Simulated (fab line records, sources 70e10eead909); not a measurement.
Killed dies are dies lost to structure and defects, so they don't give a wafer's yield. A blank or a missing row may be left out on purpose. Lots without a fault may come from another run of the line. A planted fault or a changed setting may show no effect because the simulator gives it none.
Which tool did it? | flow nand_harc | 13 lots, 38 wafers sampled, at 5 steps of a route of 1302

WHAT THE GAUGES READ, wafer by wafer
NHARC_A_CHANNEL_HOLE_D1_CD_MEAS_30. Usual: cd_nm 90.0 nm, standard deviation 0.92.
lot  | measured     | on        | cd_nm (nm)     | flag
L191 | day 9 02:50  | cd_sem-01 | 89.2 88.5 89.5 |
L192 | day 9 20:10  | cd_sem-03 | 90.0 88.9 88.7 |
L194 | day 10 17:21 | cd_sem-02 | 91.1 91.6 89.9 |
L195 | day 11 01:15 | cd_sem-03 | 90.0 89.6 89.7 |
L196 | day 11 03:34 | cd_sem-03 | 89.7 90.2 89.5 |
L198 | day 12 06:35 | cd_sem-03 | 89.3 89.2 89.2 |
L201 | day 13 05:33 | cd_sem-02 | 88.5 90.3 89.1 |
L202 | day 13 15:38 | cd_sem-03 | 89.0 89.4 90.6 |
L203 | day 14 04:35 | cd_sem-03 | 91.7 92.2 91.5 |
L204 | day 15 00:02 | cd_sem-03 | 90.1 88.4 90.7 |
L205 | day 15 01:09 | cd_sem-03 | 89.8 89.1 90.7 |
L206 | day 15 09:07 | cd_sem-01 | 89.9 89.8      |
L213 | day 18 07:07 | cd_sem-01 | 90.2 90.2 90.7 |

NHARC_A_DECK1_JOINT_THK_MEAS_14: measures by ellipsometry. Usual: thk_nm 51.1 nm, standard deviation 1.3.
lot  | measured     | on            | thk_nm (nm)    | flag
L191 | day 11 15:59 | film_metro-02 | 51.2 50.7 51.3 |
L192 | day 12 17:55 | film_metro-01 | 51.9 50.6 53.4 |
L194 | day 13 05:43 | film_metro-02 | 51.4 49.9 49.7 |
L195 | day 13 11:40 | film_metro-01 | 53.0 52.7 51.9 |
L196 | day 13 11:41 | film_metro-02 | 52.1 53.7 51.0 |
L198 | day 14 17:40 | film_metro-01 | 53.5 48.9 52.7 |
L201 | day 15 18:28 | film_metro-01 | 49.9 53.3 49.7 |
L202 | day 16 03:56 | film_metro-02 | 50.5 48.3 48.2 |
L203 | day 16 15:32 | film_metro-01 | 50.0 48.1 49.9 |
L204 | day 17 11:23 | film_metro-02 | 50.6 50.2 51.9 |
L205 | day 17 11:23 | film_metro-01 | 49.8 53.2 50.8 |
L206 | day 17 21:34 | film_metro-01 | 50.0 51.0      |
L213 | day 20 18:28 | film_metro-01 | 51.1 49.0 51.1 |

NHARC_END_SORT_01. Usual: killed_at_array 56, standard deviation 20; killed_at_other 1, standard deviation 1.3; killed_at_periphery 3.5, standard deviation 2.7; killed_dies 60, standard deviation 20; killed_open 3.3, standard deviation 1.6; killed_short 2.4, standard deviation 1.5.
lot  | measured     | on        | killed_at_array | killed_at_other | killed_at_periphery | killed_dies | killed_open | killed_short | flag
L192 | day 25 04:04 | prober-02 | 82 81 59        | 0 0 0           | 3 8 8               | 85 89 67    | 5 2 2       | 2 3 2        |
L196 | day 26 19:40 | prober-01 | 49 46 59        | 0 1 0           | 6 5 2               | 55 52 61    | 4 5 3       | 0 3 6        |
L198 | day 27 09:34 | prober-01 | 68 59 48        | 1 6 1           | 0 2 3               | 69 67 52    | 3 2 4       | 4 3 1        |
L203 | day 29 05:33 | prober-01 | 88 74 73        | 0 1 0           | 7 9 7               | 95 84 80    | 3 4 2       | 4 1 1        |
L204 | day 30 15:02 | prober-01 | 87 90 88        | 0 0 0           | 6 2 6               | 93 92 94    | 4 2 7       | 4 0 3        |
L205 | day 30 15:08 | prober-02 | 52 39 51        | 2 1 3           | 1 1 4               | 55 41 58    | 4 4 6       | 5 1 3        |
L206 | day 31 01:58 | prober-02 | 117 74          | 2 1             | 1 1                 | 120 76      | 3 4         | 1 0          |
L213 | day 33 13:04 | prober-01 | 12 15 16        | 1 2 3           | 1 2 2               | 14 19 21    | 3 5 4       | 1 2 3        |

WHICH TOOL RAN EACH LOT (tool, then ch and the chambers of the sampled wafers, then the start)
lot  | NHARC_A_CHANNEL_FILL_D1_ALD_16   | NHARC_A_DECK1_JOINT_ETCHBACK_07
L191 | ald_hk-02 ch 1,2,3, day 9 15:26  | rie_si-02 ch 0,2,3, day 11 05:25
L192 | ald_hk-02 ch 0,1,3, day 10 08:46 | rie_si-04 ch 0,3, day 12 07:08
L194 | ald_hk-02 ch 0,1, day 11 05:55   | rie_si-03 ch 0,3, day 12 19:17
L195 | ald_hk-04 ch 1,3, day 11 13:51   | rie_si-02 ch 0,1,3, day 13 01:16
L196 | ald_hk-04 ch 1,2,3, day 11 13:59 | rie_si-04 ch 0,1,2, day 13 01:13
L198 | ald_hk-01 ch 0,1, day 12 19:13   | rie_si-03 ch 0,3, day 14 07:17
L201 | ald_hk-02 ch 0,1,3, day 13 16:16 | rie_si-04 ch 1,3, day 15 03:35
L202 | ald_hk-02 ch 0,1,3, day 14 04:17 | rie_si-04 ch 0,1,3, day 15 17:22
L203 | ald_hk-04 ch 0,1,3, day 14 17:17 | rie_si-04 ch 2,3, day 16 04:59
L204 | ald_hk-02 ch 0,2,3, day 15 12:33 | rie_si-02 ch 0,3, day 17 01:05
L205 | ald_hk-04 ch 0,2,3, day 15 12:37 | rie_si-04 ch 0,2,3, day 17 01:01
L206 | ald_hk-01 ch 0,2, day 15 21:47   | rie_si-04 ch 2,3, day 17 11:12
L213 | ald_hk-01 ch 1,2,3, day 18 20:08 | rie_si-03 ch 1,3, day 20 07:55
- NHARC_A_CHANNEL_FILL_D1_ALD_16: deposits SiO2, target thk 1.5 nm, pulse time 10 s, ald cycles 15.
- NHARC_A_DECK1_JOINT_ETCHBACK_07: etches the open film in HBr, target depth 105 nm, time 26.9 s.

WHAT THE TOOLS THEMSELVES READ (means of the sampled wafers that have a number; where no wafer has one, the mark that the record gives instead)
NHARC_A_CHANNEL_FILL_D1_ALD_16. Usual: heater_power_w 452 W, standard deviation 47; precursor_pulse_height_rel 1.000, standard deviation 0.021.
lot  | tool      | heater_power_w (W) | precursor_pulse_height_rel | flag
L191 | ald_hk-02 | 439                | 1.017                      |
L192 | ald_hk-02 | 435                | 1.005                      |
L194 | ald_hk-02 | 445                | 1.003                      |
L195 | ald_hk-04 | 493                | 1.012                      |
L196 | ald_hk-04 | 437                | 1.004                      |
L198 | ald_hk-01 | 471                | 1.009                      |
L201 | ald_hk-02 | 430                | 0.997                      |
L202 | ald_hk-02 | 435                | 0.986                      |
L203 | ald_hk-04 | 497                | 0.995                      |
L204 | ald_hk-02 | 444                | 0.993                      |
L205 | ald_hk-04 | 476                | 0.991                      |
L206 | ald_hk-01 | 480                | 0.972                      |
L213 | ald_hk-01 | 455                | 0.990                      |

NHARC_A_DECK1_JOINT_ETCHBACK_07. Usual: drypump_motor_current_A 5.5 A, standard deviation 0.36; oes_product_au 1.002 a.u., standard deviation 0.0071; run_length_s 48.2 s, standard deviation 0.41; throttle_valve_pct 23.266 %, standard deviation 0.011.
lot  | tool      | drypump_motor_current_A (A) | oes_product_au (a.u.) | run_length_s (s) | throttle_valve_pct (%) | flag
L191 | rie_si-02 | 5.7                         | 1.000                 | 48.3             | 23.267                 |
L192 | rie_si-04 | 5.6                         | 1.007                 | 47.6             | 23.276                 |
L194 | rie_si-03 | 5.3                         | 1.008                 | 48.5             | 23.265                 |
L195 | rie_si-02 | 5.7                         | 1.000                 | 48.0             | 23.264                 |
L196 | rie_si-04 | 5.5                         | 1.011                 | 48.1             | 23.257                 |
L198 | rie_si-03 | 5.3                         | 0.995                 | 48.8             | 23.257                 |
L201 | rie_si-04 | 5.8                         | 0.996                 | 48.0             | 23.268                 |
L202 | rie_si-04 | 5.7                         | 1.007                 | 48.0             | 23.264                 |
L203 | rie_si-04 | 5.5                         | 1.002                 | 45.2             | 23.267                 | OFF
L204 | rie_si-02 | 5.7                         | 1.007                 | 48.2             | 23.262                 |
L205 | rie_si-04 | 5.4                         | 1.001                 | 45.3             | 23.257                 | OFF
L206 | rie_si-04 | 5.5                         | 1.004                 | 46.0             | 23.262                 | OFF
L213 | rie_si-03 | 5.1                         | 0.995                 | 48.5             | 23.257                 |

THE ANSWER, worked out from the rows above alone
Rule: a lot is off if the mean of its wafers that have a number lies more than 3 standard deviations from the usual mean. A lot without any number at a reading at which 4 lots or more have one is off too. The other lots that the step has rows for count as sound. The gauges are gone through in route order, then the tools' own readings, and for those a lot's mean is taken as printed above. The first step at which some lot is off is used, and at that step the reading that is off furthest; a lot without a number counts as furthest.
Off: L203, L205, L206, at NHARC_A_DECK1_JOINT_ETCHBACK_07 (run_length_s).
A tool fits if, at that step or a process step before it, it ran every lot that is off, and no sound lot after the first of them. One fits: rie_si-04 at NHARC_A_DECK1_JOINT_ETCHBACK_07. Its last sound lot is L202 (day 15 17:22), its first lot that is off L203 (day 16 04:59): a fault that began between those two fits.
The tool's own readings at NHARC_A_DECK1_JOINT_ETCHBACK_07 bear it out: on the lots that are off they differ by more than 5 times the standard deviation of the sound lots' means. run_length_s reads 45.5 s there against 48.2 s on the sound lots.

WHAT THE SIMULATOR HAD PUT IN
Process parameter drift: rie_si-04, from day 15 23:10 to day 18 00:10, at NHARC_A_DECK1_JOINT_ETCHBACK_07. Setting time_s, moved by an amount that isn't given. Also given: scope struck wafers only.
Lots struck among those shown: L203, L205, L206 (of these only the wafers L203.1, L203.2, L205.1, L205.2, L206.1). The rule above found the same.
